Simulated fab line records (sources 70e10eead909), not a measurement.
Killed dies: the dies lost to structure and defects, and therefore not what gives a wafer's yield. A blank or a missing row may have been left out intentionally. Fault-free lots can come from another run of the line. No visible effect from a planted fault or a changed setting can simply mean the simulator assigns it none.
Matching of chambers / flow nand harc / rie diel-06 running NHARC_A_M1_ETCH_35: 4 sister chambers
The step etches the open film in N2/H2, target depth 40 nm, overetch 12 nm, time 43.94 s. 4 wafers are shown with their chamber, then 12 later ones without.

== WAFERS WITH THEIR CHAMBER ==
wafer=L084.6; chamber=1; showerhead plenum p Torr (Torr)=1.95
wafer=L088.1; chamber=0; showerhead plenum p Torr (Torr)=2.10
wafer=L088.4; chamber=2; showerhead plenum p Torr (Torr)=2.05
wafer=L088.5; chamber=3; showerhead plenum p Torr (Torr)=2.05

== WAFERS WHOSE CHAMBER IS MISSING ==
wafer=L091.2; showerhead plenum p Torr (Torr)=2.05
wafer=L091.3; showerhead plenum p Torr (Torr)=2.05
wafer=L091.6; showerhead plenum p Torr (Torr)=1.95
wafer=L092.1; showerhead plenum p Torr (Torr)=2.05
wafer=L092.3; showerhead plenum p Torr (Torr)=2.05
wafer=L092.6; showerhead plenum p Torr (Torr)=2.05
wafer=L090.3; showerhead plenum p Torr (Torr)=2.05
wafer=L090.4; showerhead plenum p Torr (Torr)=2.05
wafer=L090.5; showerhead plenum p Torr (Torr)=2.05
wafer=L097.3; showerhead plenum p Torr (Torr)=1.95
wafer=L097.4; showerhead plenum p Torr (Torr)=2.04
wafer=L097.6; showerhead plenum p Torr (Torr)=2.05

== CHAMBER TAKEN BY EACH ==
wafer=L091.2; from the rows above=can't be placed: 2 or 3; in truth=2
wafer=L091.3; from the rows above=can't be placed: 2 or 3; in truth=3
wafer=L091.6; from the rows above=1; in truth=1
wafer=L092.1; from the rows above=can't be placed: 2 or 3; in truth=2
wafer=L092.3; from the rows above=can't be placed: 2 or 3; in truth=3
wafer=L092.6; from the rows above=can't be placed: 2 or 3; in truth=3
wafer=L090.3; from the rows above=can't be placed: 2 or 3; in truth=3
wafer=L090.4; from the rows above=can't be placed: 2 or 3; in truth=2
wafer=L090.5; from the rows above=can't be placed: 2 or 3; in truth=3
wafer=L097.3; from the rows above=1; in truth=1
wafer=L097.4; from the rows above=can't be placed: 2 or 3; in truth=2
wafer=L097.6; from the rows above=can't be placed: 2 or 3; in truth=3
Correctly placed: 2 of 12. Can't be placed from these rows: 10 (the true chamber is among the candidates in 10). Number placed wrongly: 0.
How it was worked out, from the rows above alone: a wafer's distance from a chamber is the root of the sum, over the readings, of the square of ((its reading less the chamber's mean) divided by the reading's scatter). If the next closest chamber is less than 2 further off than the closest, the wafer can't be placed; otherwise it belongs to the closest. For every chamber, the mean is computed from those of its wafers that are shown. The scatter: with one shown wafer a chamber, the root of the mean of the squares of how far each hidden wafer lies from its nearest shown one.
